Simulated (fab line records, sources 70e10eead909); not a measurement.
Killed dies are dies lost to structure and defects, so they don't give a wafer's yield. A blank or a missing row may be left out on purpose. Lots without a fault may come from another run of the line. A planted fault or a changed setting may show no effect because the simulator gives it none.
Chamber matching | flow nand_harc | NHARC_A_BONDPAD_CMP_29 on cmp-01: 4 sister chambers
The step polishes SiCN, target thk 200 nm. 16 wafers are shown with their chamber, then 8 later ones without.

WAFERS WITH THEIR CHAMBER
wafer  | chamber | motor_current_A (A) | edge_zone_pressure_frac
L859.1 | 0       | 12.3                | 1.004
L859.5 | 1       | 11.1                | 1.000
L859.6 | 2       | 11.0                | 0.993
L857.2 | 2       | 11.7                | 1.001
L857.5 | 2       | 11.7                | 1.001
L857.6 | 3       | 13.2                | 1.005
L858.1 | 3       | 13.4                | 1.014
L858.2 | 2       | 11.2                | 0.994
L858.5 | 1       | 10.7                | 0.997
L856.1 | 3       | 13.1                | 0.997
L856.3 | 2       | 11.7                | 0.998
L856.4 | 0       | 12.6                | 0.995
L860.1 | 1       | 10.6                | 1.000
L860.4 | 0       | 12.2                | 0.994
L860.5 | 1       | 10.1                | 1.000
L872.1 | 3       | 13.2                | 1.003

SIGNATURES (means of the wafers above)
reading                 | chamber 0 | chamber 1 | chamber 2 | chamber 3 | scatter within a chamber
motor_current_A         | 12.367    | 10.625    | 11.460    | 13.225    | 0.302
edge_zone_pressure_frac | 0.99767   | 0.99925   | 0.99740   | 1.00475   | 0.00477
Rule: a wafer's distance from a chamber is the root of the sum, over the readings, of the square of ((its reading less the chamber's mean) divided by the reading's scatter). The wafer belongs to the nearest chamber; if the next one is less than 2 further off, it can't be placed. The scatter: the root of (the sum of the squares of (reading less its chamber's mean) over the shown wafers, divided by (wafers less chambers)).

WAFERS WITHOUT THEIR CHAMBER
wafer  | motor_current_A (A) | edge_zone_pressure_frac
L872.3 | 12.0                | 1.000
L872.6 | 11.4                | 0.998
L877.1 | 11.4                | 0.999
L877.2 | 12.6                | 0.998
L877.6 | 10.6                | 0.997
L879.2 | 12.9                | 1.006
L879.5 | 12.0                | 1.006
L879.6 | 11.2                | 1.001

WHICH CHAMBER EACH WENT THROUGH
wafer  | from the rows above          | in truth
L872.3 | can't be placed: 0 or 2      | 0
L872.6 | 2                            | 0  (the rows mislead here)
L877.1 | 2                            | 2
L877.2 | can't be placed: 0 or 3      | 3
L877.6 | 1                            | 1
L879.2 | can't be placed: 3 or 0      | 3
L879.5 | can't be placed: 0 or 2 or 3 | 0
L879.6 | can't be placed: 2 or 1      | 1
Placed correctly: 2 of 8. Can't be placed from these rows: 5 (the true chamber is among the candidates in 5). Placed wrongly: 1.
